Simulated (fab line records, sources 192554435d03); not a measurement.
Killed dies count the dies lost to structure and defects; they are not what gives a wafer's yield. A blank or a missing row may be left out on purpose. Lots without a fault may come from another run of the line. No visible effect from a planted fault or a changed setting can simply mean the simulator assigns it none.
Matching of chambers    flow n5Finfet    pecvd-02 running N5_BEOL_M4_ILD_DEP_00: 3 sister chambers
The step deposits SiOC from DEMS/O2, target thk 79 nm, time 15.3 s. 20 wafers are shown with their chamber, then 10 later ones without.

WAFERS WITH THEIR CHAMBER
wafer   chamber  showerheadPlenumPTorr (Torr)  throttleValvePct (%)  heaterPowerW (W)
L075.1  2        5.674                         11.3                  431
L075.4  2        5.675                         11.3                  452
L075.6  0        5.674                         11.6                  535
L076.3  0        5.691                         11.6                  532
L076.5  2        5.671                         11.5                  442
L076.6  1        5.740                         11.7                  476
L080.2  1        5.728                         12.0                  493
L080.3  0        5.670                         12.0                  441
L080.6  2        5.672                         11.4                  450
L079.1  2        5.671                         11.4                  392
L079.3  1        5.724                         11.9                  418
L079.4  0        5.684                         11.8                  493
L081.3  2        5.677                         11.3                  432
L081.5  1        5.724                         12.1                  443
L081.6  0        5.666                         11.4                  529
L086.1  1        5.723                         12.0                  495
L086.3  0        5.691                         11.8                  498
L086.5  0        5.695                         11.8                  509
L092.2  1        5.723                         12.1                  492
L092.3  1        5.723                         12.1                  512

SIGNATURES (means of the wafers above)
reading                chamber 0  chamber 1  chamber 2  scatter within a chamber
showerheadPlenumPTorr  5.68157    5.72643    5.67333    0.0079
throttleValvePct       11.714     11.986     11.367     0.152
heaterPowerW           505.29     475.57     433.17     30.3
Rule: for a wafer and a chamber, the distance is found by dividing, reading by reading, the gap between the wafer's reading and the chamber's mean by the reading's scatter, squaring, summing and taking the root. The wafer belongs to the nearest chamber; if the next one is less than 2 further off, it can't be placed. The scatter: take each reading less its chamber's mean, square it, sum over the shown wafers, divide by the number of wafers less the number of chambers, and take the root.

WAFERS WITHOUT THEIR CHAMBER
wafer   showerheadPlenumPTorr (Torr)  throttleValvePct (%)  heaterPowerW (W)
L092.6  5.715                         12.0                  501
L094.1  5.688                         11.3                  452
L094.5  5.725                         12.1                  480
L094.6  5.690                         11.7                  513
L095.1  5.680                         11.6                  404
L095.4  5.674                         11.5                  424
L095.5  5.678                         11.9                  537
L097.2  5.682                         11.5                  509
L097.3  5.668                         11.7                  420
L097.5  5.719                         12.1                  468

WHICH CHAMBER EACH ONE RAN IN
wafer   from the rows above      in truth
L092.6  1                        1
L094.1  can't be placed: 2 or 0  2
L094.5  1                        1
L094.6  0                        0
L095.1  can't be placed: 2 or 0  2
L095.4  2                        2
L095.5  0                        0
L097.2  can't be placed: 0 or 2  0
L097.3  can't be placed: 2 or 0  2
L097.5  1                        1
Placed correctly: 6 of 10. These rows do not allow placing 4 (true chamber among the candidates in 4). Placed wrongly: 0.
